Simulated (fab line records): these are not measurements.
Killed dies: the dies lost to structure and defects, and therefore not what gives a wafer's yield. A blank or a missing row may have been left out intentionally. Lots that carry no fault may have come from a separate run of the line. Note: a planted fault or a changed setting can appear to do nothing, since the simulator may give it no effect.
fab line records    flow n5_finfet    part 2 of 2: steps 25 to 30 of 30
record lots=5  wafers=15  last_day=17
route steps=1938 shown BEOL_M7@1328 BEOL_M8@1332
lots that met no fault: from a run of the same line without faults
start_h: hours from the record's first day to the start of the lot's first wafer shown    wait_h: hours elapsed since this lot's preceding step    " same as the row above    L1.1+2: several wafers, shown together as one row    - value missing, or start not given    * or withheld: withheld    < > ~ a bound
route shown NAME@n: a module of which the file shows steps, and the number in the route of the first    usual: the fault-free wafers' mean and standard deviation    same: alike in all rows    chamber/n: place in a boat    sites: readings site by site    _std_site: standard deviation of those values    _edge_site: mean of outer sites minus mean of inner sites    radius_mm: how far each site lies from the wafer's centre    mask NAME#n: copy n    behind: the most recent tool/chamber to have shaped the wafer    hold: what put the lot on hold/how long, in hours/how the hold closed    device: the transistor (n, p or np) that didn't switch    end of line: the tests these same wafers got at the end of their route    a step with no rows: only its recipe    killed: at the first sort, the dies lost to defects and structure; wafer yield is something else    map: a wafer's dies, x killed, . not, _ none there
set.NAME: the setting the step ran with; set.NAME@STEP: the setting that earlier step ran with    model.NAME: the simulator's own value behind a step, which no gauge read
lots at selected steps of the route; one table per step, one row per wafer
services: when a tool's chamber went out of use (start_h, in hours from the record's first day, below 0 if earlier), for how many hours, and the reason
## steps
# step N5_BEOL_M8_STRIP_67
# recipe chemistry=CF4  resist=SiARC  power_w=300  bias_power_w=75  pressure_mtorr=50  cf4_flow_sccm=150  rf_frequency_hz=6e+07
# usual chamber_pressure_mTorr=50.00/0.048  drypump_motor_current_A=5.9/0.42  oes_product_au=0.81/0.1  power_w=300.0/1.1  rf_vpp_V=271.3/1.3  showerhead_plenum_p_Torr=1.80/0.044  throttle_valve_pct=13.61/0.29
lot.wafer  tool         chamber  start_h  wait_h  chamber_pressure_mTorr  drypump_motor_current_A  oes_product_au  power_w  rf_hours_counter_h  rf_vpp_V  showerhead_plenum_p_Torr  throttle_valve_pct
L078.4     rie_diel-04  1        219.21   0.0     50.03                   5.7                      0.76            300.9    155                 271.1     1.87                      13.88
L078.5     "            1        "        "       50.00                   5.7                      0.76            301.1    -                   270.7     1.87                      13.87
L078.6     "            2        "        "       49.90                   5.2                      0.71            301.5    -                   272.3     1.78                      13.92
L080.3     rie_diel-04  1        233.49   0.0     50.01                   5.7                      0.76            301.8    159                 271.4     1.87                      13.90
L080.4     "            0        "        "       49.95                   5.4                      0.69            298.2    246                 269.5     1.77                      13.70
L080.5     "            3        "        "       49.97                   6.0                      0.91            299.8    -                   273.0     1.77                      13.28
L084.2     rie_diel-03  3        265.78   0.0     50.01                   6.2                      0.95            300.3    11                  270.9     1.77                      13.27
L084.4     "            2        "        "       49.98                   5.8                      0.69            297.8    -                   270.4     1.77                      13.85
L084.6     "            0        "        "       50.02                   5.5                      0.98            301.3    -                   273.4     1.83                      13.16
L087.1     rie_diel-04  0        286.44   0.0     50.03                   5.4                      0.95            300.6    8                   269.5     1.76                      13.17
L087.5     "            2        "        "       50.03                   5.2                      0.70            300.6    -                   271.7     1.77                      13.95
L087.6     "            1        "        "       50.02                   5.7                      0.75            302.3    -                   274.5     1.86                      13.94
L096.3     rie_diel-03  3        335.83   0.0     50.01                   6.1                      0.90            298.8    38                  270.9     1.76                      13.32
L096.4     "            1        "        "       50.04                   6.0                      0.87            297.8    -                   269.3     1.76                      13.49
L096.5     "            0        "        "       50.04                   5.5                      0.91            297.4    -                   272.1     1.83                      13.22
# step N5_BEOL_M8_HM_OPEN_17
# recipe chemistry=Cl2/BCl3  target_depth_a=200  overetch_a=60  target=TiN  mask_material=SOC  ion_energy_ev=150  pressure_mtorr=10  icp_w=1000  bias_w=126  Cl2_flow_sccm=53.25  bcl3_flow_sccm=21.75  Ar_flow_sccm=25
# usual chamber_pressure_mTorr=10.000/0.0093  drypump_motor_current_A=6.0/0.37  oes_product_au=0.67/0.077  throttle_valve_pct=22.06/0.15
lot.wafer  tool          chamber  start_h  wait_h  chamber_pressure_mTorr  drypump_motor_current_A  oes_product_au  rf_hours_counter_h  throttle_valve_pct
L078.4     rie_metal-02  1        219.28   0.1     10.022                  6.3                      0.72            -                   22.00
L078.5     "             0        "        "       10.003                  5.7                      0.59            -                   22.27
L078.6     "             1        "        "       9.990                   6.3                      0.72            -                   22.02
L080.3     rie_metal-03  1        233.56   0.1     9.983                   5.9                      0.76            -                   21.93
L080.4     "             0        "        "       10.012                  6.5                      0.71            -                   21.99
L080.5     "             0        "        "       10.001                  6.4                      0.70            -                   21.98
L084.2     rie_metal-01  1        265.83   0.0     9.994                   5.3                      0.81            0                   21.74
L084.4     "             0        "        "       10.001                  5.4                      0.58            -                   22.20
L084.6     "             0        "        "       9.995                   5.4                      0.58            -                   22.24
L087.1     rie_metal-03  1        286.48   0.0     9.990                   5.9                      0.74            13                  21.92
L087.5     "             0        "        "       10.014                  6.5                      0.69            -                   22.01
L087.6     "             1        "        "       9.992                   5.9                      0.74            -                   21.94
L096.3     rie_metal-01  1        335.90   0.1     9.995                   5.3                      0.78            -                   21.75
L096.4     "             0        "        "       9.990                   5.4                      0.57            -                   22.22
L096.5     "             1        "        "       9.996                   5.3                      0.78            -                   21.74
# step N5_BEOL_M8_STRIP_19
# recipe chemistry=O2  power_w=400  temp_c=40  pressure_mtorr=30  rf_frequency_hz=6e+07  bias_power_w=0  overash_fraction=0.2  o2_flow_sccm=225
# usual chamber_pressure_mTorr=30.01/0.032  drypump_motor_current_A=5.9/0.43  oes_product_au=0.80/0.095  rf_vpp_V=3.6/0.61  showerhead_plenum_p_Torr=2.10/0.055  throttle_valve_pct=16.70/0.24
lot.wafer  tool         chamber  start_h  wait_h  chamber_pressure_mTorr  drypump_motor_current_A  oes_product_au  rf_hours_counter_h  rf_vpp_V  showerhead_plenum_p_Torr  throttle_valve_pct
L078.4     rie_diel-04  3        219.37   0.1     30.01                   6.1                      0.93            12                  2.6       2.06                      16.37
L078.5     "            0        "        "       30.03                   5.4                      0.69            -                   4.3       2.07                      16.74
L078.6     "            1        "        "       30.05                   5.7                      0.76            -                   3.4       2.18                      16.91
L080.3     rie_diel-01  0        233.64   0.1     29.99                   6.5                      0.86            50                  3.4       2.21                      16.68
L080.4     "            2        "        "       30.04                   5.9                      0.73            -                   3.1       2.09                      16.54
L080.5     "            0        "        "       30.00                   6.5                      0.85            -                   3.6       2.21                      16.72
L084.2     rie_diel-04  1        265.94   0.1     29.98                   5.7                      0.74            174                 4.1       2.17                      16.97
L084.4     "            0        "        "       30.00                   5.4                      0.97            2                   2.9       2.06                      16.29
L084.6     "            1        "        "       29.94                   5.7                      0.73            -                   4.9       2.17                      16.93
L087.1     rie_diel-04  1        286.59   0.1     30.00                   5.7                      0.73            181                 4.2       2.17                      16.97
L087.5     "            0        "        "       29.98                   5.4                      0.95            -                   2.6       2.06                      16.31
L087.6     "            1        "        "       30.04                   5.7                      0.74            -                   4.0       2.17                      16.94
L096.3     rie_diel-01  3        336.08   0.2     30.01                   6.1                      0.78            109                 3.6       2.11                      16.85
L096.4     "            2        "        "       30.01                   5.8                      0.71            202                 4.6       2.08                      16.62
L096.5     "            1        "        "       30.02                   6.6                      0.69            -                   3.3       2.05                      16.98
# step N5_BEOL_M8_CD_MEAS_18
# recipe pitch_nm=80  target_cd_nm=40
# usual cd_nm=40.2/0.53
lot.wafer  tool       chamber  start_h  wait_h  cd_nm
L078.4     cd_sem-03  -        219.44   0.1     40.5
L078.5     "          -        "        "       40.5
L078.6     "          -        "        "       40.3
L080.3     cd_sem-01  -        233.71   0.1     40.0
L080.4     "          -        "        "       39.4
L080.5     "          -        "        "       40.6
L084.2     cd_sem-02  -        266.01   0.1     40.3
L084.4     "          -        "        "       40.4
L084.6     "          -        "        "       40.6
L087.1     cd_sem-01  -        286.66   0.0     39.7
L087.5     "          -        "        "       40.5
L087.6     "          -        "        "       40.4
L096.3     cd_sem-02  -        336.15   0.1     39.8
L096.4     "          -        "        "       39.9
L096.5     "          -        "        "       40.6
# step N5_BEOL_M8_COAT_63
# recipe resist=SOC  temp_c=250  time_s=60  spin_rpm=1500  resist_thk_nm=60
# usual dispense_pressure_kPa=49.8/3
lot.wafer  tool            chamber  start_h  wait_h  dispense_pressure_kPa
L078.4     litho_track-01  0        220.25   0.8     47.8
L078.5     "               0        "        "       47.7
L078.6     "               0        "        "       47.7
L080.3     litho_track-01  0        235.05   1.3     47.8
L080.4     "               0        "        "       47.8
L080.5     "               0        "        "       47.7
L084.2     litho_track-03  0        268.87   2.9     52.5
L084.4     "               0        "        "       52.6
L084.6     "               0        "        "       52.5
L087.1     litho_track-01  0        287.76   1.1     47.8
L087.5     "               0        "        "       47.8
L087.6     "               0        "        "       47.8
L096.3     litho_track-03  0        336.79   0.6     52.6
L096.4     "               0        "        "       52.6
L096.5     "               0        "        "       52.6
# step N5_BEOL_M8_COAT_64
# recipe resist=SiARC  temp_c=220  time_s=60  spin_rpm=1500  resist_thk_nm=12
# usual dispense_pressure_kPa=50/3
lot.wafer  tool            chamber  start_h  wait_h  dispense_pressure_kPa
L078.4     litho_track-01  0        -        -       48
L078.5     "               0        "        "       48
L078.6     "               0        "        "       48
L080.3     litho_track-01  0        -        -       48
L080.4     "               0        "        "       48
L080.5     "               0        "        "       48
L084.2     litho_track-03  0        -        -       53
L084.4     "               0        "        "       53
L084.6     "               0        "        "       53
L087.1     litho_track-01  0        -        -       48
L087.5     "               0        "        "       48
L087.6     "               0        "        "       48
L096.3     litho_track-03  0        -        -       53
L096.4     "               0        "        "       53
L096.5     "               0        "        "       53
## services
tool             chamber  start_h  hours  kind
arfi_scanner-03  -        211.25   1.0    pm
arfi_scanner-03  -        212.71   0.8    pm
rie_diel-01      1        228.63   16.2   repair
arfi_scanner-01  -        238.40   9.7    repair
rie_diel-03      -        239.55   1.0    repair
pecvd-02         1        242.54   2.1    repair
arfi_scanner-01  -        250.83   1.3    pm
arfi_scanner-01  -        257.66   3.9    pm
rie_metal-03     -        257.92   0.4    repair
rie_diel-03      1        261.09   19.7   repair
pecvd-03         -        263.84   1.6    repair
pecvd-02         -        266.62   1.8    repair
rie_metal-01     1        273.02   12.5   repair
arfi_scanner-03  -        278.34   28.3   repair
arfi_scanner-01  -        287.11   1.0    pm
arfi_scanner-03  -        306.68   1.3    pm
pecvd-03         -        307.52   3.1    repair
arfi_scanner-01  -        309.69   1.0    pm
arfi_scanner-01  -        310.97   4.4    repair
pecvd-02         2        325.63   3.6    repair
uv_cure-02       -        326.17   7.5    pm
arfi_scanner-03  -        328.29   0.6    repair
rie_diel-03      2        333.64   14.0   repair
pecvd-04         -        335.62   0.3    repair
